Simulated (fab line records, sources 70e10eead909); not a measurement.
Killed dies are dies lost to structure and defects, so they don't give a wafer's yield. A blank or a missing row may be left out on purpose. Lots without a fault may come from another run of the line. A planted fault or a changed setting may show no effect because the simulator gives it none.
Chamber matching | flow nand_harc | NHARC_THIN_TSV_ETCHBACK_48 on rie_diel-03: 4 sister chambers
The step etches the open film in C4F8/Ar, target depth 1028.5 nm, time 405.17 s. 4 wafers are shown with their chamber, then 7 later ones without.

WAFERS WITH THEIR CHAMBER
wafer  | chamber | rf_vpp_V (V)
L185.5 | 3       | 543
L185.6 | 2       | 546
L196.2 | 0       | 547
L196.4 | 1       | 541

WAFERS WITHOUT THEIR CHAMBER
wafer  | rf_vpp_V (V)
L196.6 | 547
L197.1 | 542
L197.3 | 546
L197.5 | 542
L194.2 | 548
L194.4 | 542
L194.5 | 541

WHICH CHAMBER EACH WENT THROUGH
wafer  | from the rows above     | in truth
L196.6 | can't be placed: 0 or 2 | 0
L197.1 | can't be placed: 1 or 3 | 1
L197.3 | can't be placed: 2 or 0 | 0
L197.5 | can't be placed: 1 or 3 | 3
L194.2 | can't be placed: 0 or 2 | 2
L194.4 | can't be placed: 1 or 3 | 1
L194.5 | 1                       | 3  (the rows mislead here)
Placed correctly: 0 of 7. Can't be placed from these rows: 6 (the true chamber is among the candidates in 6). Placed wrongly: 1.
How it was worked out, from the rows above alone: a wafer's distance from a chamber is the root of the sum, over the readings, of the square of ((its reading less the chamber's mean) divided by the reading's scatter). The wafer belongs to the nearest chamber; if the next one is less than 2 further off, it can't be placed. A chamber's mean is the mean of its shown wafers. The scatter: with one shown wafer a chamber, the root of the mean of the squares of how far each hidden wafer lies from its nearest shown one.
